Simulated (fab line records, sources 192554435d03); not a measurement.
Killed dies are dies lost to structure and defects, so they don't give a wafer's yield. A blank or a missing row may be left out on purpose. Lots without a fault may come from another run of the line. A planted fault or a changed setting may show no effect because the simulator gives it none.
One fault seen from 3 desks | flow n5_finfet | each desk has only its own numbers; what lay behind them comes last

THE METROLOGY DESK
What the gauges read, lot by lot, whatever tool the lot ran on: means of the sampled wafers that have a number. A lot is out of limits, marked OUT, if its mean lies more than 4 standard deviations from the usual mean; the brackets give that distance. Of its 11 readings 7 are shown: those that lie furthest out on some lot.
Columns: A = cd_nm at N5_BEOL_M0_SAQP_CD_MEAS_14, usual 42.4 nm; B = DIBL_N at N5_BEOL_M4_RC_MEAS_101, usual 35.8 mV/V; C = DIBL_P at N5_BEOL_M4_RC_MEAS_101, usual 35.3 mV/V; D = IOFF_P at N5_BEOL_M4_RC_MEAS_101, usual 0.194 nA/um; E = ION_P at N5_BEOL_M4_RC_MEAS_101, usual 456 uA/um; F = VT_N at N5_BEOL_M4_RC_MEAS_101, usual 251 mV; G = VT_P at N5_BEOL_M4_RC_MEAS_101, usual -252 mV
lot  | first seen here | A    | B    | C    | D     | E   | F   | G
L644 | day 5 15:23     | 42.0 | 34.9 | 35.1 | 0.173 | 458 | 254 | -255
L646 | day 6 06:22     | 42.6 | 36.6 | 36.7 | 0.207 | 457 | 251 | -252
L648 | day 6 13:34     | 43.1 | 36.3 | 35.3 | 0.189 | 457 | 251 | -250
L651 | day 7 08:40     | 42.5 | 34.2 | 35.8 | 0.210 | 465 | 249 | -248
L653 | day 7 23:31     | 42.1 | 34.7 | 35.8 | 0.219 | 463 | 249 | -248
L658 | day 9 05:04     | 42.2 | 37.7 | 34.9 | 0.205 | 462 | 248 | -251
L662 | day 10 02:22    | 42.6 | 36.7 | 35.5 | 0.174 | 447 | 251 | -253
L663 | day 10 08:37    | 42.0 | 36.2 | 34.5 | 0.226 | 465 | 246 | -247
L664 | day 10 15:58    | 42.6 | 33.5 | 32.6 | 0.156 | 450 | 252 | -255
L665 | day 10 19:09    | 42.7 | 35.1 | 36.1 | 0.190 | 461 | 253 | -252
This desk's finding: nothing out of limits on any of the 10 lots.

THE DEFECT DESK
What the inspections along the route counted, lot by lot: means of the sampled wafers that have a number. A lot is out of limits, marked OUT, if its mean lies more than 4 standard deviations from the usual mean; the brackets give that distance.
Columns: A = raw_defect_count at N5_MOL_CONTACT_COAG_INSPECT_97, usual 42
lot  | first seen here | A
L644 | day 5 12:37     | 35
L646 | day 6 04:20     | 18
L648 | day 6 09:38     | 59
L651 | day 7 07:26     | 26
L653 | day 7 20:43     | 43
L658 | day 9 03:34     | 53
L662 | day 10 00:47    | 55
L663 | day 10 06:51    | 46
L664 | day 10 12:22    | 31
L665 | day 10 17:20    | 40
This desk's finding: nothing out of limits on any of the 10 lots.

THE TOOL OWNER'S DESK: litho_track-02
The tool's own readings at N5_BEOL_M0_SAQP_COAT_81 (time 60 s, resist thk 100 nm): means of the sampled wafers that have a number, for each lot that ran on this tool. A lot is out of limits, marked OUT, if its mean lies more than 4 standard deviations from the usual mean; the brackets give that distance.
Columns: A = heater_power_total_W at N5_BEOL_M0_SAQP_COAT_81, usual 500.4 W; B = plate_temp_C at N5_BEOL_M0_SAQP_COAT_81, usual 250.01 C; C = resist_line_temp_C at N5_BEOL_M0_SAQP_COAT_81, usual 22.99 C
lot  | first seen here | A                | B                | C
L644 | day 5 14:55     | 501.1            | 249.87           | 22.97
L648 | day 6 13:12     | 501.5            | 250.12           | 22.86
L651 | day 7 08:17     | 508.7 (+4.6) OUT | 253.50 (+21) OUT | 23.13
L653 | day 7 23:09     | 511.1 (+6.0) OUT | 253.84 (+23) OUT | 22.98
L662 | day 10 01:59    | 501.6            | 249.98           | 23.08
This desk's finding: out of limits on L651, L653; first on L651, day 7 08:17 (heater_power_total_W at N5_BEOL_M0_SAQP_COAT_81). In limits: L644, L648, L662.

PUT TOGETHER
The tool owner's desk could have raised an alarm at day 7 08:17, on L651, L653.
The metrology desk saw nothing out of limits.
The defect desk saw nothing out of limits.
The metrology desk has L651, L653 on record, within its limits.
The defect desk has L651, L653 on record, within its limits.
Of the lots named, all ran N5_BEOL_M0_SAQP_COAT_81 on litho_track-02.

WHAT THE SIMULATOR HAD PUT IN
Process parameter drift: litho_track-02, from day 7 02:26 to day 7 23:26, at N5_BEOL_M0_SAQP_COAT_81. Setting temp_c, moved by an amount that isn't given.
Lots struck among those shown: L651, L653.
Hours from the fault's start to each desk's first reading out of limits: the tool owner's desk, 6.
